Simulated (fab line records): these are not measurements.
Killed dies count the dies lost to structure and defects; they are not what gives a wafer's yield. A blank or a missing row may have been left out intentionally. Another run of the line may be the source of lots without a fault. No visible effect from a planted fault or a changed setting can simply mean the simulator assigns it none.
Chamber matching || flow n5 finfet || N5_BEOL_M12_VIA_ETCH_16 on rie diel-05 has 4 sister chambers
The step etches SiOC in C4F8/O2/Ar, target depth 724.8 nm. 18 wafers are shown with their chamber, then 9 later ones without.

== EACH WAFER AND ITS CHAMBER ==
{"wafer": "L076.3", "chamber": 0, "throttle valve pct (%)": 23.94, "drypump motor current A (A)": 6.1, "showerhead plenum p Torr (Torr)": 3.34}
{"wafer": "L076.5", "chamber": 2, "throttle valve pct (%)": 23.80, "drypump motor current A (A)": 5.5, "showerhead plenum p Torr (Torr)": 3.49}
{"wafer": "L076.6", "chamber": 3, "throttle valve pct (%)": 24.60, "drypump motor current A (A)": 6.0, "showerhead plenum p Torr (Torr)": 3.51}
{"wafer": "L079.1", "chamber": 1, "throttle valve pct (%)": 24.07, "drypump motor current A (A)": 5.8, "showerhead plenum p Torr (Torr)": 3.37}
{"wafer": "L079.3", "chamber": 3, "throttle valve pct (%)": 24.60, "drypump motor current A (A)": 6.1, "showerhead plenum p Torr (Torr)": 3.50}
{"wafer": "L079.4", "chamber": 0, "throttle valve pct (%)": 23.96, "drypump motor current A (A)": 6.1, "showerhead plenum p Torr (Torr)": 3.34}
{"wafer": "L085.2", "chamber": 2, "throttle valve pct (%)": 23.85, "drypump motor current A (A)": 5.5, "showerhead plenum p Torr (Torr)": 3.48}
{"wafer": "L085.3", "chamber": 1, "throttle valve pct (%)": 24.07, "drypump motor current A (A)": 5.8, "showerhead plenum p Torr (Torr)": 3.37}
{"wafer": "L085.5", "chamber": 0, "throttle valve pct (%)": 23.95, "drypump motor current A (A)": 6.1, "showerhead plenum p Torr (Torr)": 3.34}
{"wafer": "L084.3", "chamber": 2, "throttle valve pct (%)": 23.84, "drypump motor current A (A)": 5.5, "showerhead plenum p Torr (Torr)": 3.48}
{"wafer": "L084.4", "chamber": 0, "throttle valve pct (%)": 23.96, "drypump motor current A (A)": 6.1, "showerhead plenum p Torr (Torr)": 3.33}
{"wafer": "L084.5", "chamber": 0, "throttle valve pct (%)": 23.95, "drypump motor current A (A)": 6.1, "showerhead plenum p Torr (Torr)": 3.33}
{"wafer": "L086.1", "chamber": 3, "throttle valve pct (%)": 24.64, "drypump motor current A (A)": 6.1, "showerhead plenum p Torr (Torr)": 3.50}
{"wafer": "L086.3", "chamber": 1, "throttle valve pct (%)": 24.07, "drypump motor current A (A)": 5.8, "showerhead plenum p Torr (Torr)": 3.37}
{"wafer": "L086.5", "chamber": 0, "throttle valve pct (%)": 23.97, "drypump motor current A (A)": 6.1, "showerhead plenum p Torr (Torr)": 3.33}
{"wafer": "L090.1", "chamber": 1, "throttle valve pct (%)": 24.09, "drypump motor current A (A)": 5.8, "showerhead plenum p Torr (Torr)": 3.36}
{"wafer": "L090.3", "chamber": 2, "throttle valve pct (%)": 23.84, "drypump motor current A (A)": 5.5, "showerhead plenum p Torr (Torr)": 3.47}
{"wafer": "L090.5", "chamber": 2, "throttle valve pct (%)": 23.85, "drypump motor current A (A)": 5.5, "showerhead plenum p Torr (Torr)": 3.47}

SIGNATURES (averages over the wafers above)
{"reading": "throttle valve pct", "chamber 0": 23.9550, "chamber 1": 24.0750, "chamber 2": 23.8360, "chamber 3": 24.6133, "scatter within a chamber": 0.0161}
{"reading": "drypump motor current A", "chamber 0": 6.100, "chamber 1": 5.800, "chamber 2": 5.500, "chamber 3": 6.067, "scatter within a chamber": 0.0218}
{"reading": "showerhead plenum p Torr", "chamber 0": 3.3350, "chamber 1": 3.3675, "chamber 2": 3.4780, "chamber 3": 3.5033, "scatter within a chamber": 0.00639}
Rule: for each reading, subtract the chamber's mean from the wafer's reading, divide by that reading's scatter and square the result; add these up over the readings and take the root, which gives the wafer's distance from the chamber. If the next closest chamber is less than 2 further off than the closest, the wafer can't be placed; otherwise it belongs to the closest. The scatter is the square root of a quotient: the sum, over the shown wafers, of each reading's squared deviation from its chamber's mean, divided by wafers minus chambers.

== WAFERS MISSING THEIR CHAMBER ==
{"wafer": "L092.2", "throttle valve pct (%)": 24.08, "drypump motor current A (A)": 5.8, "showerhead plenum p Torr (Torr)": 3.36}
{"wafer": "L092.3", "throttle valve pct (%)": 24.33, "drypump motor current A (A)": 6.0, "showerhead plenum p Torr (Torr)": 3.49}
{"wafer": "L092.6", "throttle valve pct (%)": 23.97, "drypump motor current A (A)": 6.2, "showerhead plenum p Torr (Torr)": 3.32}
{"wafer": "L095.1", "throttle valve pct (%)": 23.99, "drypump motor current A (A)": 6.1, "showerhead plenum p Torr (Torr)": 3.32}
{"wafer": "L095.4", "throttle valve pct (%)": 23.88, "drypump motor current A (A)": 5.5, "showerhead plenum p Torr (Torr)": 3.47}
{"wafer": "L095.5", "throttle valve pct (%)": 24.36, "drypump motor current A (A)": 6.1, "showerhead plenum p Torr (Torr)": 3.49}
{"wafer": "L097.2", "throttle valve pct (%)": 24.11, "drypump motor current A (A)": 5.8, "showerhead plenum p Torr (Torr)": 3.35}
{"wafer": "L097.3", "throttle valve pct (%)": 23.89, "drypump motor current A (A)": 5.5, "showerhead plenum p Torr (Torr)": 3.46}
{"wafer": "L097.5", "throttle valve pct (%)": 23.88, "drypump motor current A (A)": 5.5, "showerhead plenum p Torr (Torr)": 3.46}

== WHICH CHAMBER EACH ONE RAN IN ==
{"wafer": "L092.2", "from the rows above": 1, "in truth": 1}
{"wafer": "L092.3", "from the rows above": 3, "in truth": 3}
{"wafer": "L092.6", "from the rows above": 0, "in truth": 0}
{"wafer": "L095.1", "from the rows above": 0, "in truth": 0}
{"wafer": "L095.4", "from the rows above": 2, "in truth": 2}
{"wafer": "L095.5", "from the rows above": 3, "in truth": 3}
{"wafer": "L097.2", "from the rows above": 1, "in truth": 1}
{"wafer": "L097.3", "from the rows above": 2, "in truth": 2}
{"wafer": "L097.5", "from the rows above": 2, "in truth": 2}
Correct placement for 9 of the 9. Number that these rows cannot place: 0. Wrongly placed: 0.
